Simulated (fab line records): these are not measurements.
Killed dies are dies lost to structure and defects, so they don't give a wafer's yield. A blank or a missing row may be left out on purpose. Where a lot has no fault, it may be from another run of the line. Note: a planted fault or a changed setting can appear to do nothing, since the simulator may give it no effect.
Chamber matching | flow n5 finfet | rie diel-02 running N5_GATE_CUT_ETCH_28: 4 sister chambers
The step etches underlayer in N2/H2, target depth 13 nm, time 10.4 s. 4 wafers are shown with their chamber, then 10 later ones without.

## WAFERS WITH THEIR CHAMBER
wafer  | chamber | drypump motor current A (A)
L089.3 | 1       | 5.9
L091.3 | 2       | 5.3
L091.4 | 3       | 5.9
L091.5 | 0       | 6.6

## WAFERS WITH NO CHAMBER GIVEN
wafer  | drypump motor current A (A)
L091.6 | 5.2
L093.1 | 5.9
L093.2 | 5.9
L093.3 | 6.5
L093.4 | 5.3
L093.5 | 5.9
L093.6 | 5.3
L095.2 | 5.3
L095.3 | 5.9
L095.4 | 6.6

## WHICH CHAMBER EACH WENT THROUGH
wafer  | from the rows above     | in truth
L091.6 | 2                       | 2
L093.1 | can't be placed: 1 or 3 | 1
L093.2 | can't be placed: 1 or 3 | 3
L093.3 | 0                       | 0
L093.4 | 2                       | 2
L093.5 | can't be placed: 1 or 3 | 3
L093.6 | 2                       | 2
L095.2 | 2                       | 2
L095.3 | can't be placed: 1 or 3 | 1
L095.4 | 0                       | 0
Correct placement for 6 of the 10. Unplaceable from these rows: 4, with the true chamber sitting among the candidates in 4. Wrongly placed: 0.
How it was worked out, from the rows above alone: a wafer's distance from a chamber is the root of the sum, over the readings, of the square of ((its reading less the chamber's mean) divided by the reading's scatter). If the next closest chamber is less than 2 further off than the closest, the wafer can't be placed; otherwise it belongs to the closest. A chamber's mean is the mean of its shown wafers. The scatter: root of mean squared gap, hidden wafer to nearest shown wafer, with one shown wafer a chamber.
